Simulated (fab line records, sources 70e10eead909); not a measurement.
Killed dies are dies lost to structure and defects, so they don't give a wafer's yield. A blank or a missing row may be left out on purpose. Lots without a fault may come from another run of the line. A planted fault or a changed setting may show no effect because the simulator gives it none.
Chamber matching | flow nand_harc | NHARC_A_DECK1_JOINT_CMP_02 on cmp-01: 4 sister chambers
The step polishes SiOx. 20 wafers are shown with their chamber, then 10 later ones without.

WAFERS WITH THEIR CHAMBER
wafer  | chamber | motor_current_A (A)
L075.1 | 1       | 11.5
L075.3 | 3       | 10.9
L075.5 | 3       | 10.8
L077.1 | 1       | 11.7
L077.3 | 0       | 12.8
L077.5 | 1       | 12.0
L077.2 | 2       | 12.5
L077.4 | 3       | 11.3
L077.6 | 0       | 13.1
L079.1 | 1       | 11.7
L079.2 | 2       | 13.7
L079.3 | 3       | 11.0
L082.1 | 1       | 12.5
L082.2 | 0       | 12.3
L082.3 | 2       | 13.0
L082.4 | 3       | 10.6
L082.5 | 1       | 11.6
L082.6 | 2       | 13.6
L086.1 | 0       | 13.0
L086.2 | 1       | 12.1

SIGNATURES (means of the wafers above)
reading         | chamber 0 | chamber 1 | chamber 2 | chamber 3 | scatter within a chamber
motor_current_A | 12.800    | 11.871    | 13.200    | 10.920    | 0.381
Rule: a wafer's distance from a chamber is the root of the sum, over the readings, of the square of ((its reading less the chamber's mean) divided by the reading's scatter). The wafer belongs to the nearest chamber; if the next one is less than 2 further off, it can't be placed. The scatter: the root of (the sum of the squares of (reading less its chamber's mean) over the shown wafers, divided by (wafers less chambers)).

WAFERS WITHOUT THEIR CHAMBER
wafer  | motor_current_A (A)
L086.5 | 14.0
L088.2 | 13.0
L088.4 | 10.4
L088.5 | 10.2
L092.2 | 10.9
L092.3 | 12.5
L092.4 | 13.3
L097.2 | 10.8
L097.3 | 12.3
L097.4 | 11.7

WHICH CHAMBER EACH WENT THROUGH
wafer  | from the rows above          | in truth
L086.5 | can't be placed: 2 or 0      | 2
L088.2 | can't be placed: 0 or 2      | 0
L088.4 | 3                            | 3
L088.5 | 3                            | 3
L092.2 | 3                            | 3
L092.3 | can't be placed: 0 or 1 or 2 | 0
L092.4 | can't be placed: 2 or 0      | 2
L097.2 | 3                            | 3
L097.3 | can't be placed: 1 or 0 or 2 | 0
L097.4 | can't be placed: 1 or 3      | 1
Placed correctly: 4 of 10. Can't be placed from these rows: 6 (the true chamber is among the candidates in 6). Placed wrongly: 0.
